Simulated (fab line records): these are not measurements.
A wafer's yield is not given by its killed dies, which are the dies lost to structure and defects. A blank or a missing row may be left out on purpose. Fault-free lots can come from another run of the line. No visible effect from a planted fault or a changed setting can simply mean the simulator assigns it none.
Comparing a struck lot with a sound one -- flow n5-finfet -- 33 out of 1938 route steps
Sound: the wafers L990.1, L990.2, L990.4. Wafers struck: L104.1, L104.3, L104.5. Last of all comes the cause.
Per side, at each step with rows, come the tool, then ch with its chambers, and then its first start. Under that, the readings that differ: sound wafers -- struck wafers -- difference of the means -- sigmas: that difference in standard deviations of wafers without a fault.
alike: a reading whose means differ by less than 2 such deviations, as well as words and numbers matching on both sides. not compared: withheld readings; readings where some wafer has no value; bounds like >300 that might hide an equal value; numbers whose values overlap and for which the record gives no deviation.
A row with sigmas, a row that says differs or no value, or rows on one side alone: a step with any of these is where the two part. Non-overlapping numbers with no deviation appear without sigmas and do not part them. Lack of a reading on every wafer of one side parts them only where that side has two or more wafers.

first, 10 steps without rows for these wafers: N5_SD_EPI_P_PRECLEAN_51 (cleans in NF3:NH3, afs cycles 1, time 20 s, sublimation time 60 s); N5_SD_EPI_P_VAPOR_ETCH_44 (etches SiGe30 in NF3/Ar, time 3.3 s); N5_SD_EPI_P_EPI_21 (deposits SiGe:B, time 355 s); N5_SD_EPI_P_HM_STRIP_48 (strips SiNx in H3PO4, material SiNx, target depth 3 nm); N5_SD_EPI_P_SRD_49 (time 30 s); N5_SD_EPI_P_PRECLEAN_24 (cleans in O3/DIW, time 45 s); N5_SD_EPI_P_PRECLEAN_32 (cleans in dHF, time 10 s); N5_SD_EPI_P_PRECLEAN_33 (cleans in SC2, time 45 s); N5_SD_EPI_P_SRD_25 (time 30 s); N5_SD_ACTIVATION_RTA_00 (time 0 s).
N5_SD_ACTIVATION_LSA_01: time 0.0008 s.
  sound on laser-anneal-01 ch 0, day 3 22:24; struck on laser-anneal-01 ch 0, day 7 11:11
reading,sound,struck,difference,sigmas
wafer_temp_C_max,1087.0 1086.6 1086.8,1162.9 1161.1 1162.6,+75.4,+63
N5_SD_ACTIVATION_RS_MEAS_03: uses a four-point probe to measure.
  struck on film-metro-01, day 7 11:24; sound on film-metro-02, day 3 22:37
reading,sound,struck,difference,sigmas
RS_SD_N (ohm/sq),22.16 22.18 22.34,15.45 15.43 15.52,-6.76,-26
RS_SD_P (ohm/sq),57.0 57.2 55.4,68.9 68.7 68.3,+12.1,+13
then, 19 steps without rows for these wafers: N5_ILD0_LINER_00 (material SiNx, target thk 4 nm, pulse time 1 s, purge time 2 s); N5_ILD0_FCVD_FILL_01 (material SiO2 flowable, target thk 200 nm, time 328.3 s); N5_ILD0_CURE_02 (time 1800 s); N5_ILD0_CMP_03 (polishes, stops on SiNx, t overpolish 1.9 s, target thk 197.38 nm); N5_ILD0_CMP_07 (polishes SiO2 flowable, stops on poly-Si, t overpolish 1.18 s, target thk 138.88 nm); N5_ILD0_PRECLEAN_10 (cleans in NF3:NH3, afs cycles 5, time 20 s, sublimation time 60 s); N5_ILD0_ALD_15 (deposits SiNx, target thk 24 nm, pulse time 1 s, ald cycles 480); N5_ILD0_CMP_12 (polishes SiNx, stops on poly-Si, t overpolish 6 s, target thk 17.67 nm); N5_SDB_HM_DEP_00 (deposits SiNx from SiH4/NH3/N2, target thk 40 nm, time 35.3 s); N5_SDB_COAT_03 (time 60 s, resist thk 100 nm); N5_SDB_COAT_04 (time 60 s, resist thk 18 nm); N5_SDB_COAT_05 (resist thk 90 nm); N5_SDB_EBR_07; N5_SDB_SOFTBAKE_06 (time 60 s); N5_SDB_EXPOSE_08 (exposes mask SDB); N5_SDB_PEB_09 (peb time 60 s); N5_SDB_DEVELOP_10 (develop time 30 s); N5_SDB_DESCUM_16 (chemistry O2, time 7.9 s); N5_SDB_ETCH_17 (etches SiARC in CF4, target depth 23.4 nm, time 39 s).
-- the record jumps here: 5 days lie between the struck wafers' starts before and after (it left off in module SDB and takes up again in module BEOL_M4, whose first step shown is number 1111 of the route) --
N5_BEOL_M4_RC_MEAS_101:
  sound on prober-02 ch 0, day 8 20:29; struck on prober-01 ch 0, day 12 05:27
reading,sound,struck,difference,sigmas
DIBL_P (mV/V),39.8 33.9 36.3,50.1 48.8 49.0,+12.6,+6
IOFF_P (nA/um),0.23 0.15 0.17,0.40 0.37 0.38,+0.20,+5
IOFF_P_85C (nA/um),3.9 2.8 3.1,6.1 5.8 5.9,+2.7,+5
IOFF_P_LONG (nA/um),9.8e-05 0.000101 9.8e-05,0.001309 0.001151 0.001198,+0.001120,+99 or more
ION_N (uA/um),673 654 666,695 701 698,+34,+3
ION_P (uA/um),459 451 455,409 412 410,-45,-6
RC_DENSE_N (ohm.um),18.6 18.6 18.9,13.1 13.4 12.8,-5.6,-12
RC_DENSE_P (ohm.um),23.0 22.9 23.7,32.1 33.3 31.7,+9.2,+16
RC_N (ohm.um),15.0 15.2 15.4,10.7 11.0 10.5,-4.5,-12
RC_P (ohm.um),18.9 18.6 19.1,26.3 26.8 25.6,+7.4,+15
REXT_N (ohm.um),75.9 74.6 75.5,59.0 59.0 59.3,-16.2,-11
RS_SD_N (ohm/sq),28.8 28.9 29.3,20.6 20.7 20.7,-8.3,-21
RS_SD_P (ohm/sq),66.7 67.2 65.1,81.8 80.4 79.3,+14.2,+13
SS_P (mV/dec),74.6 72.4 73.4,75.6 75.1 75.1,+1.8,+3
VT_N (mV),248 255 255,247 245 248,-6,-2
  alike: DIBL_N, IOFF_N, SS_N, VT_P
-- record jumps: 5 days separate the struck wafers' starts on either side; left off in module BEOL_M4, taken up again in module PASSIVATION, whose first shown step is the route's number 1936 --
N5_PASSIVATION_PROBE_49:
  struck on prober-02, day 17 15:24; sound on prober-02, day 13 09:58
reading,sound,struck,difference,sigmas
sort_bin_8_speed (%),0 0 0,90.25 91.61 90.34,+90.73,
sort-n-pass,1071 1041 1108,0 0 1,-1073,-60
sort-yield-pct (%),90.8 88.2 93.9,0 0 0.1,-91,-61
  alike: defect-limited-yield, killed_at_M0_to_M3, killed_at_M4_up, killed-at-contacts, killed-at-front-end, killed-at-other, killed-dies, killed-open, killed-short, sort_bin_5_function, sort_bin_6_memory
  not compared: sort_bin_4_leakage

WHERE THEY PART
Last at N5_PASSIVATION_PROBE_49 as far as this record goes, first at N5_SD_ACTIVATION_LSA_01.

WHY: the cause the simulator had injected
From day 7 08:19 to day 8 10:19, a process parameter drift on laser-anneal-01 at N5_SD_ACTIVATION_LSA_01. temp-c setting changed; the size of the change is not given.
